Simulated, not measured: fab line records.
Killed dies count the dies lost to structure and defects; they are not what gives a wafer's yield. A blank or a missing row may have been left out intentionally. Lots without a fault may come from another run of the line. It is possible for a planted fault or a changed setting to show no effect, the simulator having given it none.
Chamber matching / flow n5-finfet / N5_BEOL_M2_STRIP_66 on rie-diel-04 has 4 sister chambers
The step strips in CF4. 8 wafers are shown with their chamber, then 10 later ones without.

## WAFERS, EACH WITH ITS CHAMBER
wafer=L077.1; chamber=2; drypump-motor-current-A (A)=6.5; showerhead-plenum-p-Torr (Torr)=1.90
wafer=L080.5; chamber=0; drypump-motor-current-A (A)=5.6; showerhead-plenum-p-Torr (Torr)=1.77
wafer=L080.6; chamber=3; drypump-motor-current-A (A)=5.6; showerhead-plenum-p-Torr (Torr)=1.72
wafer=L082.2; chamber=3; drypump-motor-current-A (A)=5.7; showerhead-plenum-p-Torr (Torr)=1.72
wafer=L082.5; chamber=1; drypump-motor-current-A (A)=5.6; showerhead-plenum-p-Torr (Torr)=1.78
wafer=L082.6; chamber=0; drypump-motor-current-A (A)=5.6; showerhead-plenum-p-Torr (Torr)=1.77
wafer=L091.1; chamber=2; drypump-motor-current-A (A)=6.5; showerhead-plenum-p-Torr (Torr)=1.89
wafer=L091.5; chamber=1; drypump-motor-current-A (A)=5.6; showerhead-plenum-p-Torr (Torr)=1.77

## WAFERS WITHOUT THEIR CHAMBER
wafer=L091.6; drypump-motor-current-A (A)=5.6; showerhead-plenum-p-Torr (Torr)=1.76
wafer=L093.1; drypump-motor-current-A (A)=5.6; showerhead-plenum-p-Torr (Torr)=1.77
wafer=L093.2; drypump-motor-current-A (A)=6.5; showerhead-plenum-p-Torr (Torr)=1.89
wafer=L093.4; drypump-motor-current-A (A)=5.6; showerhead-plenum-p-Torr (Torr)=1.71
wafer=L096.2; drypump-motor-current-A (A)=6.5; showerhead-plenum-p-Torr (Torr)=1.89
wafer=L096.4; drypump-motor-current-A (A)=5.6; showerhead-plenum-p-Torr (Torr)=1.71
wafer=L096.6; drypump-motor-current-A (A)=6.5; showerhead-plenum-p-Torr (Torr)=1.89
wafer=L097.3; drypump-motor-current-A (A)=5.6; showerhead-plenum-p-Torr (Torr)=1.77
wafer=L097.4; drypump-motor-current-A (A)=6.5; showerhead-plenum-p-Torr (Torr)=1.89
wafer=L097.5; drypump-motor-current-A (A)=5.6; showerhead-plenum-p-Torr (Torr)=1.77

## EACH ONE'S CHAMBER
wafer=L091.6; from the rows above=can't be placed: 0 or 1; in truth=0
wafer=L093.1; from the rows above=can't be placed: 0 or 1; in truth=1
wafer=L093.2; from the rows above=2; in truth=2
wafer=L093.4; from the rows above=3; in truth=3
wafer=L096.2; from the rows above=2; in truth=2
wafer=L096.4; from the rows above=3; in truth=3
wafer=L096.6; from the rows above=2; in truth=2
wafer=L097.3; from the rows above=can't be placed: 0 or 1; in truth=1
wafer=L097.4; from the rows above=2; in truth=2
wafer=L097.5; from the rows above=can't be placed: 0 or 1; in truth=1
Placed correctly: 6 of 10. Cannot be placed on the basis of these rows: 4; the candidates contain the true chamber in 4. Placed wrongly: 0.
How it was worked out, from the rows above alone: a wafer's distance from a chamber is the root of the sum, over the readings, of the square of ((its reading less the chamber's mean) divided by the reading's scatter). The wafer belongs to the nearest chamber; if the next one is less than 2 further off, it can't be placed. For every chamber, the mean is computed from those of its wafers that are shown. The scatter: take each reading less its chamber's mean, square it, sum over the shown wafers, divide by the number of wafers less the number of chambers, and take the root.
